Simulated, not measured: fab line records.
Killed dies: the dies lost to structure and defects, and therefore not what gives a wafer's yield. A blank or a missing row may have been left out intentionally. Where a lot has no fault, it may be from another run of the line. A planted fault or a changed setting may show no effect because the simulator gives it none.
A lot that was struck, set against a sound lot -- flow n5Finfet -- 16 steps out of a route of 1938
Sound: these wafers, L658.4, L658.5, L658.6. Struck: wafers L668.2, L668.5 (left out: L668.6, a lot-mate that was not struck); the cause follows at the end.
Order at every step that has rows: each side's tool, ch and its chambers, its first start. Under that, the readings that differ: sound wafers -- struck wafers -- difference of the means -- sigmas: that difference in standard deviations of wafers without a fault.
alike: a reading whose means differ by less than 2 such deviations, as well as words and numbers matching on both sides. not compared: withheld readings; readings where some wafer has no value; bounds like >300 that might hide an equal value; numbers whose values overlap and for which the record gives no deviation.
A row with sigmas, a row that says differs or no value, or rows on one side alone: a step with any of these is where the two part. Non-overlapping numbers with no deviation appear without sigmas and do not part them. A reading missing from all wafers of one side parts the sides only when that side holds two or more wafers.

first, 1 step without rows for these wafers: N5_SD_EPI_N_STRIP_47 (strips in CHF3/O2).
N5_SD_EPI_N_SD_RECESS_17: chemistry HBr/Cl2/O2, target depth 41 nm, time 23.7 s, bt time 3 s.
  sound on rieSi-04 ch 0,2,3, day 3 01:02; struck on rieSi-04 ch 0,1, day 5 13:55
  alike: drypumpMotorCurrentA, heBacksideLeakSccm, oes_o_777_au, oesProductAu, throttleValvePct
  not compared: rfHoursCounterH
N5_SD_EPI_N_STRIP_38: strips in N2/H2.
  sound on plasmaAsher-01 ch 0,1, day 3 01:10; struck on plasmaAsher-02 ch 0,1, day 5 14:01
reading,sound,struck,difference,sigmas
heaterPowerW (W),424 373 430,351 335,-66,-2
oesProductAu (a.u.),0.765 0.776 0.779,0.765 0.739,-0.021,-2
  alike: drypumpMotorCurrentA
  not compared: rfHoursCounterH
then, 4 steps without rows for these wafers: N5_SD_EPI_N_WET_ETCH_43 (etches SiO2 in dHF, time 14 s, target depth 1.5 nm); N5_SD_EPI_N_STRIP_18 (strips in SPM, time 750 s); N5_SD_EPI_N_SRD_20 (time 30 s); N5_SD_EPI_N_PRECLEAN_48 (cleans in NF3:NH3, afs cycles 2, time 20 s, sublimation time 60 s).
N5_SD_EPI_N_VAPOR_ETCH_50: etches Si in HCl, time 54 s.
  sound on epiRpcvd-04 ch 0, day 3 01:56; struck on epiRpcvd-02 ch 0, day 5 14:46
  alike: throttleValvePct
then, 1 step without rows for these wafers: N5_SD_EPI_N_EPI_21 (deposits Si:P, time 690 s).
N5_SD_EPI_N_EPI_MEAS_23:
  sound on filmMetro-01 at day 3 03:46; struck on filmMetro-01 at day 5 16:38
  alike: thkNm
then, 2 steps without rows for these wafers: N5_SD_EPI_N_PRECLEAN_24 (cleans in O3/DIW, time 60 s); N5_SD_EPI_N_SRD_25 (time 30 s).
N5_SD_EPI_N_PRECLEAN_49: cleans in NF3:NH3, afs cycles 1, time 20 s, sublimation time 60 s.
  sound on remotePlasma-02 ch 1, day 3 03:57; struck on remotePlasma-02 ch 1, day 5 16:46
reading,sound,struck,difference,sigmas
timeS (s),20 20 20,17.032 17.032,-2.968,
  alike: pressureTorr
N5_SD_EPI_N_LINER_46: material SiNx, target thk 3 nm.
  sound on aldSin-04 ch 2,3, day 3 04:04; struck on aldSin-03 ch 0,1, day 5 17:07
  alike: heaterPowerW
-- the record jumps here: 5 days lie between the struck wafers' starts before and after (it left off in module SD_EPI_N and takes up again in module BEOL_M4, whose first step shown is number 1111 of the route) --
N5_BEOL_M4_RC_MEAS_101:
  sound on prober-02 ch 0, day 7 23:37; struck on prober-01 ch 0, day 10 12:36
  alike: DIBL_N, DIBL_P, IOFF_N, IOFF_P, ION_N, ION_P, SS_N, SS_P, VT_N, VT_P
-- the record jumps here: 5 days lie between the struck wafers' starts before and after (it left off in module BEOL_M4 and takes up again in module PASSIVATION, whose first step shown is number 1936 of the route) --
N5_PASSIVATION_PROBE_49:
  sound on prober-02 at day 12 08:59; struck on prober-01 at day 15 11:05
  alike: defectLimitedYield, killed_at_M0_to_M3, killed_at_M4_up, killedAtContacts, killedAtFrontEnd, killedAtOther, killedDies, killedOpen, killedShort, sort_bin_4_leakage, sort_bin_5_function, sort_bin_6_memory, sort_bin_8_speed, sortNPass, sortYieldPct

== WHERE THEY PART ==
At N5_SD_EPI_N_STRIP_38 and nowhere else, as far as this record goes. Later steps at which nothing parts them and some readings are alike: N5_SD_EPI_N_VAPOR_ETCH_50, N5_SD_EPI_N_EPI_MEAS_23, N5_SD_EPI_N_PRECLEAN_49, N5_SD_EPI_N_LINER_46, N5_BEOL_M4_RC_MEAS_101, N5_PASSIVATION_PROBE_49.

WHY: the cause the simulator had injected
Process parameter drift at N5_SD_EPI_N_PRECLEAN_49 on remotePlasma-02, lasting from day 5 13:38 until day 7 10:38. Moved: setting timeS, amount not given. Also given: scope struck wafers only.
